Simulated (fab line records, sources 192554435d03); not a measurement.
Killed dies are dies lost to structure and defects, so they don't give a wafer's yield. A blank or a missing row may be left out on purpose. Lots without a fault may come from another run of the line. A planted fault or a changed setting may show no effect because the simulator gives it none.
Split-lot experiment | flow n5_finfet | 7 lots, 21 wafers read, on a route of 1938 steps

THE SPLIT
At N5_DUMMY_GATE_EXPOSE_12 (exposes mask GATE, target cd 25 nm), the setting dose_mj was moved away from the recipe's 34 on 12 of the 21 wafers read, by -6.6% to +6.7%. The other wafers ran this setting at the recipe's value.

FROM THE SPLIT TO THE READING: what the file shows between them, 2 steps
- N5_DUMMY_GATE_PEB_13: peb time 60 s
- N5_DUMMY_GATE_DEVELOP_14: develop time 30 s

THE READING
cd_nm, in nm, at N5_DUMMY_GATE_CD_MEAS_15 (target cd 25.8 nm). Fault-free wafers of this fab line usually give 25.05 nm, standard deviation 0.22 nm.

wafer  | tool, chamber at the split | dose_mj as run | against the recipe | cd_nm, nm | against lot-mates on the recipe
L074.4 | euv_scanner-01, 0          | 35.85          | +5.4%              | 24.06     | -1.35
L074.5 | euv_scanner-01, 0          | 34             | recipe             | 25.41     | -
L074.6 | euv_scanner-01, 0          | 35.85          | +5.4%              | 24.36     | -1.05
L075.2 | euv_scanner-01, 0          | 36.29          | +6.7%              | 23.92     | -1.22
L075.3 | euv_scanner-01, 0          | 34             | recipe             | 25.14     | -
L075.6 | euv_scanner-01, 0          | 36.29          | +6.7%              | 23.39     | -1.75
L078.2 | euv_scanner-01, 0          | 35.2           | +3.5%              | 24.13     | -0.60
L078.4 | euv_scanner-01, 0          | 35.2           | +3.5%              | 24.53     | -0.20
L078.6 | euv_scanner-01, 0          | 34             | recipe             | 24.73     | -
L080.1 | euv_scanner-01, 0          | 35.51          | +4.4%              | 23.99     | no lot-mate on the recipe
L080.4 | euv_scanner-01, 0          | 35.51          | +4.4%              | 24.18     | no lot-mate on the recipe
L080.5 | euv_scanner-01, 0          | 35.51          | +4.4%              | 24.51     | no lot-mate on the recipe
L084.3 | euv_scanner-01, 0          | 34             | recipe             | 24.69     | -
L084.4 | euv_scanner-01, 0          | 34             | recipe             | 25.19     | -
L084.5 | euv_scanner-01, 0          | 34             | recipe             | 24.68     | -
L088.1 | euv_scanner-02, 0          | 34             | recipe             | 24.65     | -
L088.3 | euv_scanner-02, 0          | 33.3           | -2.1%              | 25.16     | +0.20
L088.4 | euv_scanner-02, 0          | 34             | recipe             | 25.28     | -
L096.1 | euv_scanner-02, 0          | 34             | recipe             | 25.19     | -
L096.2 | euv_scanner-02, 0          | 31.75          | -6.6%              | 26.52     | +1.33
L096.6 | euv_scanner-02, 0          | 31.75          | -6.6%              | 26.53     | +1.34

THE FIT
A straight line over all 21 wafers: cd_nm changes by -0.195 nm for each +1% of dose_mj; r = -0.94; the points scatter about the line by 0.27 nm.
The same after taking each lot's own level away (the mean of its wafers on the recipe; 18 wafers): -0.202 nm for each +1%; r = -0.96; scatter 0.24 nm.
On that fit, the largest move of dose_mj shifts the reading by 1.4 nm.
The lots' own levels span 24.730 to 25.410 nm, that is 3.1 times the standard deviation above.
So the lot-to-lot level changes the slope little: the two slopes agree.
Check: with one of the wafers moved furthest among these (+6.7%) left out of the fit, the line predicts -1.4 nm for it against its lot-mates. It came out at -1.22 nm against them.

OTHER SPLITS ON THESE WAFERS
These wafers also went through other splits before the reading. Each is held against what the fit with the lots' levels taken away leaves over:
other split on the same wafers        | wafers away from the commonest value | r with cd_nm (lot level and that fit taken away)
N5_WELL_APT_COAT_02 spin_rpm          | 5                                    | +0.00
N5_WELL_APT_PEB_23 peb_temp_c         | 12                                   | -0.14
N5_WELL_APT_DEVELOP_24 develop_time_s | 9                                    | -0.18
N5_FIN_SAQP_SPACER1_ALD_24 temp_c     | 11                                   | +0.05
N5_FIN_CUT_COAT_29 spin_rpm           | 6                                    | -0.01
N5_FIN_CUT_ETCH_30 target_depth_a     | 3                                    | +0.29

THE WHOLE CHAIN: every reading that the file lists as answering this split, in the file's order
step                     | what it does                             | reading                                                           | change (the file's fit)               | r (the file's)
N5_DUMMY_GATE_CD_MEAS_15 | target cd 25.8 nm                        | cd_nm                                                             | -0.2 nm for each +1% of the setting   | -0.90
N5_DUMMY_GATE_TRIM_49    | chemistry O2, time 29 s, target cd 14 nm | DUMMY_GATE.cd_nm (the simulator's own value, which no gauge read) | -0.166 nm for each +1% of the setting | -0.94

THE FILE'S OWN FIT
cd_nm changes by -0.2 nm for each +1% of dose_mj, r = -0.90.
